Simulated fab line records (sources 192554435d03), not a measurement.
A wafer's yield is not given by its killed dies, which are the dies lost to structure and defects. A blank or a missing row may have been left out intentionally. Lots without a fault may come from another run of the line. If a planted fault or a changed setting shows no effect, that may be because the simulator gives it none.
Which tool was responsible? | flow n5_finfet | 9 lots with 26 wafers sampled at 6 steps, on a route of 1938 steps

WHAT THE GAUGES SHOWED, per wafer
N5_BEOL_M0_SAQP_CD_MEAS_29 targets a cd of 14.4 nm.
lot  | measured     | on        | cd_nm (nm)
L401 | day 6 06:04  | cd_sem-03 | 15.25 15.17 14.82
L403 | day 7 01:31  | cd_sem-01 | 15.18 14.96 14.73
L409 | day 8 06:23  | cd_sem-02 | 15.09 14.66 14.69
L411 | day 8 15:44  | cd_sem-02 | 14.67 10.87
L416 | day 9 20:52  | cd_sem-03 | 15.20 14.72 15.32
L417 | day 10 08:26 | cd_sem-03 | 14.69 15.05 15.16
L419 | day 10 21:04 | cd_sem-03 | 14.94 14.48 14.59
L420 | day 11 06:55 | cd_sem-03 | 15.26 15.07 15.02
L421 | day 11 12:20 | cd_sem-02 | 14.99 14.77 14.80

N5_BEOL_M0_SAQP_CD_MEAS_40 targets a cd of 30 nm.
lot  | measured     | on        | cd_nm (nm)
L401 | day 6 06:23  | cd_sem-02 | 30.08 29.88 30.29
L403 | day 7 01:49  | cd_sem-03 | 30.20 29.81 30.01
L409 | day 8 06:42  | cd_sem-03 | 30.25 29.92 30.04
L411 | day 8 16:02  | cd_sem-02 | 30.11 29.67
L416 | day 9 21:10  | cd_sem-03 | 29.97 30.15 30.01
L417 | day 10 08:44 | cd_sem-02 | 29.87 29.92 29.50
L419 | day 10 21:31 | cd_sem-02 | 29.80 29.64 30.17
L420 | day 11 07:13 | cd_sem-02 | 29.51 29.26 29.66
L421 | day 11 12:38 | cd_sem-01 | 30.01 30.00 30.50

N5_BEOL_M4_RC_MEAS_101.
lot  | measured     | on        | DIBL_N (mV/V)  | DIBL_P (mV/V)  | IOFF_N (nA/um)    | IOFF_P (nA/um) | ION_N (uA/um) | ION_P (uA/um) | SS_N (mV/dec)  | SS_P (mV/dec)  | VT_N (mV)   | VT_P (mV)
L401 | day 8 23:17  | prober-02 | 32.9 34.7 35.1 | 32.2 34.7 35.1 | 0.110 0.137 0.147 | 0.18 0.21 0.22 | 663 678 680   | 462 472 464   | 69.8 70.9 71.3 | 72.5 72.8 72.7 | 255 250 252 | -249 -248 -249
L403 | day 9 06:34  | prober-01 | 31.5 35.8 33.8 | 31.2 35.1 33.7 | 0.092 0.149 0.122 | 0.12 0.16 0.15 | 661 655 663   | 455 450 453   | 69.7 71.0 70.4 | 72.1 72.9 73.3 | 259 251 252 | -260 -255 -256
L409 | day 11 06:17 | prober-01 | 32.3 35.7 34.8 | 30.9 36.4 34.2 | 0.105 0.159 0.141 | 0.15 0.22 0.19 | 663 677 673   | 458 466 463   | 70.3 71.0 70.4 | 72.7 73.3 73.2 | 255 248 251 | -251 -246 -248
L411 | day 11 23:14 | prober-02 | 36.7           | 36.5           | 0.161             | 0.26           | 684           | 474           | 71.2           | 73.9           | 250         | -244
L416 | day 12 22:56 | prober-01 | 35.7 35.8 34.8 | 35.6 35.3 34.3 | 0.147 0.151 0.132 | 0.19 0.18 0.18 | 670 672 679   | 459 459 464   | 71.4 71.8 71.2 | 73.1 72.7 72.9 | 250 250 251 | -254 -255 -254
L417 | day 13 23:04 | prober-01 | 34.1 34.5 34.7 | 34.2 33.9 36.2 | 0.138 0.140 0.165 | 0.20 0.19 0.24 | 668 670 696   | 462 459 477   | 70.5 71.0 71.9 | 73.2 73.2 73.1 | 251 253 246 | -247 -249 -246
L419 | day 14 18:48 | prober-01 | 34.3 37.4 36.3 | 33.8 38.1 36.9 | 0.121 0.175 0.154 | 0.19 0.26 0.23 | 656 675 674   | 450 472 472   | 71.3 71.4 71.2 | 72.6 73.6 72.7 | 253 249 251 | -251 -247 -250
L420 | day 14 19:01 | prober-02 | 38.4 33.5 35.1 | 38.9 34.8 36.8 | 0.223 0.133 0.157 | 0.25 0.19 0.21 | 674 675 681   | 451 461 466   | 72.7 70.7 70.6 | 74.1 72.9 73.5 | 250 252 248 | -248 -248 -252
L421 | day 15 03:55 | prober-01 | 37.5 35.5 36.4 | 36.4 34.0 35.6 | 0.162 0.135 0.157 | 0.26 0.23 0.25 | 673 673 677   | 469 466 476   | 71.4 71.0 71.7 | 73.5 73.5 74.0 | 252 251 250 | -244 -247 -243

WHAT TOOL EACH LOT RAN ON (gives the tool, then ch and the chambers of the sampled wafers, and finally the start)
lot  | N5_BEOL_M0_SAQP_RECESS_114         | N5_BEOL_M0_SAQP_SPACER2_ALD_26    | N5_BEOL_M0_SAQP_MANDREL2_REMOVE_110
L401 | vapor_etch-02 ch 0,1, day 6 02:49  | ald_sin-04 ch 0,1,3, day 6 05:17  | rie_si-03 ch 0,1, day 6 05:58
L403 | vapor_etch-01 ch 0,1, day 6 22:30  | ald_sin-03 ch 0,2,3, day 7 00:46  | rie_si-01 ch 1,2,3, day 7 01:24
L409 | vapor_etch-02 ch 0,1, day 8 03:24  | ald_sin-01 ch 0,1,3, day 8 05:34  | rie_si-03 ch 0,1,2, day 8 06:17
L411 | vapor_etch-02 ch 0, day 8 09:57    | ald_sin-04 ch 1,3, day 8 14:59    | rie_si-01 ch 0,1, day 8 15:38
L416 | vapor_etch-02 ch 0,1, day 9 18:06  | ald_sin-03 ch 0,1,3, day 9 20:04  | rie_si-03 ch 1,3, day 9 20:45
L417 | vapor_etch-02 ch 0,1, day 10 05:27 | ald_sin-01 ch 0,1,2, day 10 07:41 | rie_si-01 ch 1,2, day 10 08:19
L419 | vapor_etch-02 ch 0,1, day 10 18:06 | ald_sin-01 ch 0,1,2, day 10 20:20 | rie_si-03 ch 0,1,2, day 10 20:58
L420 | vapor_etch-02 ch 0,1, day 11 03:00 | ald_sin-01 ch 0,2, day 11 05:39   | rie_si-05 ch 0,2,3, day 11 06:48
L421 | vapor_etch-01 ch 0,1, day 11 08:51 | ald_sin-03 ch 0,1,2, day 11 11:28 | rie_si-01 ch 1,2, day 11 12:13
- N5_BEOL_M0_SAQP_RECESS_114: chemistry HF/NH3, target SiO2, target depth 14.4 nm, afs cycles 3, sublimation time 60 s.
- N5_BEOL_M0_SAQP_SPACER2_ALD_26: deposits SiO2, target thk 15 nm, pulse time 1 s, purge time 2 s.
- N5_BEOL_M0_SAQP_MANDREL2_REMOVE_110: chemistry HBr/Cl2/O2, target a-Si, stops on SiCN, bt time 10 s.

WHAT THE TOOLS THEMSELVES READ (means of the sampled wafers that have a number; where no wafer has one, the mark that the record gives instead)
N5_BEOL_M0_SAQP_RECESS_114.
lot  | tool          | drypump_motor_current_A (A)
L401 | vapor_etch-02 | 5.4
L403 | vapor_etch-01 | 5.3
L409 | vapor_etch-02 | 5.5
L411 | vapor_etch-02 | 5.0
L416 | vapor_etch-02 | 5.2
L417 | vapor_etch-02 | 5.2
L419 | vapor_etch-02 | 5.5
L420 | vapor_etch-02 | 5.5
L421 | vapor_etch-01 | 5.3

N5_BEOL_M0_SAQP_SPACER2_ALD_26.
lot  | tool       | heater_power_w (W) | precursor_pulse_height_rel
L401 | ald_sin-04 | 460                | 0.993
L403 | ald_sin-03 | 451                | 1.006
L409 | ald_sin-01 | 527                | 0.993
L411 | ald_sin-04 | 488                | 1.003
L416 | ald_sin-03 | 477                | 1.009
L417 | ald_sin-01 | 498                | 0.997
L419 | ald_sin-01 | 505                | 0.993
L420 | ald_sin-01 | 501                | 1.020
L421 | ald_sin-03 | 501                | 1.005

N5_BEOL_M0_SAQP_MANDREL2_REMOVE_110.
lot  | tool      | HBr_flow_sccm (sccm) | bias_w (W) | drypump_motor_current_A (A) | mfc_cl2_sccm (sccm) | oes_product_au (a.u.) | throttle_valve_pct (%)
L401 | rie_si-03 | 150.7                | 30.01      | 5.7                         | 79.93               | 1.010                 | 36.70
L403 | rie_si-01 | 150.8                | 30.06      | 6.1                         | 80.11               | 1.004                 | 36.48
L409 | rie_si-03 | 149.8                | 30.01      | 6.1                         | 79.99               | 0.989                 | 36.66
L411 | rie_si-01 | 149.7                | 30.08      | 5.6                         | 79.98               | 1.021                 | 36.59
L416 | rie_si-03 | 150.4                | 29.91      | 5.6                         | 80.01               | 0.997                 | 36.34
L417 | rie_si-01 | 149.7                | 30.02      | 5.7                         | 79.90               | 1.007                 | 36.71
L419 | rie_si-03 | 150.0                | 30.08      | 6.0                         | 79.90               | 0.984                 | 36.66
L420 | rie_si-05 | 150.0                | 30.03      | 5.7                         | 80.02               | 0.995                 | 36.60
L421 | rie_si-01 | 149.7                | 30.05      | 5.9                         | 80.02               | 1.014                 | 36.68

THE ANSWER, worked out from the rows above alone
Rule: the lots themselves supply what counts as usual. The widest of any qualifying gaps counts: lots, ordered by their means at a reading, are off when they make up no more than a third of the lots, leave a main group of 4 or more, and stand apart from it by 3 or more times the standard deviation of that group's means. Not used: any main group whose means are identical at the precision the tables above print for the reading. A lot without any number at a reading at which 4 lots or more have one is off too. Where the step has rows for the other lots, those lots are counted as sound. First the gauges in route order, then the tools' own readings, where a lot's mean is used as printed above. At the first step where some lot is off, the reading lying furthest off is the one used; lots without a number count as furthest.
Off, at N5_BEOL_M0_SAQP_CD_MEAS_29 on cd_nm: L411. Main group: mean 14.94 nm, sd 0.14.
If a tool, at a process step before that reading, ran all the lots that are off and no sound lot after the first of them, it fits. Those tools and the gauges at N5_BEOL_M0_SAQP_CD_MEAS_29 are tried in the same way. One fits: ald_sin-04 at N5_BEOL_M0_SAQP_SPACER2_ALD_26. Its last sound lot is L401 (day 6 05:17), its first lot that is off L411 (day 8 14:59): a fault that began between those two fits.

WHAT HAD BEEN PUT IN BY THE SIMULATOR
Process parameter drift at N5_BEOL_M0_SAQP_SPACER2_ALD_26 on ald_sin-04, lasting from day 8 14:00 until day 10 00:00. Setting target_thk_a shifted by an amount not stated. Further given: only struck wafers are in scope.
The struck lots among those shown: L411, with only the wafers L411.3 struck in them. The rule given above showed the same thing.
